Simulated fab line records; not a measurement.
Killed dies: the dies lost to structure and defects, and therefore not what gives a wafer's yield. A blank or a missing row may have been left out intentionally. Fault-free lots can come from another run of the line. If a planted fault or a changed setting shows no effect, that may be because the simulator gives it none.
Which tool did it?	flow n5-finfet	route of 1938 steps, sampled at 1 step: 12 lots, 36 wafers

WHAT EACH GAUGE READ, for each wafer
N5_HKMG_FIN_CD_MEAS_12: target cd 92.8 nm.
lot	measured	on	cd-nm (nm)
L075	day 4 16:23	cd-sem-01	94.1 93.9 92.6
L078	day 5 03:28	cd-sem-02	93.5 94.9 94.3
L079	day 5 12:08	cd-sem-01	92.9 94.4 93.1
L081	day 6 00:47	cd-sem-02	94.1 93.3 93.8
L083	day 6 15:05	cd-sem-02	94.1 93.3 93.1
L085	day 7 09:10	cd-sem-02	94.3 94.6 92.9
L087	day 7 15:26	cd-sem-01	94.2 94.2 92.6
L089	day 8 01:39	cd-sem-03	92.8 94.7 95.1
L092	day 8 13:16	cd-sem-03	93.8 92.8 94.5
L093	day 9 01:32	cd-sem-01	92.9 91.8 93.4
L095	day 9 09:03	cd-sem-01	93.1 93.7 93.8
L097	day 10 00:16	cd-sem-02	94.4 92.3 93.3

WHICH TOOL RAN EACH LOT (tool, then ch and the chambers of the sampled wafers, then the start)
There is no process step in the record ahead of these readings.

THE ANSWER, worked out from the rows above alone
Rule: what is usual is taken from the lots themselves. Put in order of their means at a reading, lots are off if they are a third of the lots or fewer, leave a main group of 4 or more, and stand apart from it by a gap of 3 or more times the standard deviation of the main group's means; of several such gaps the widest counts. If all means in a main group match to the digits the tables above print for the reading, that group is not used. A lot without any number at a reading at which 4 lots or more have one is off too. Where the step has rows for the other lots, those lots are counted as sound.
None of the lots is off at any reading shown; this tells nothing.

WHAT HAD BEEN PUT IN BY THE SIMULATOR
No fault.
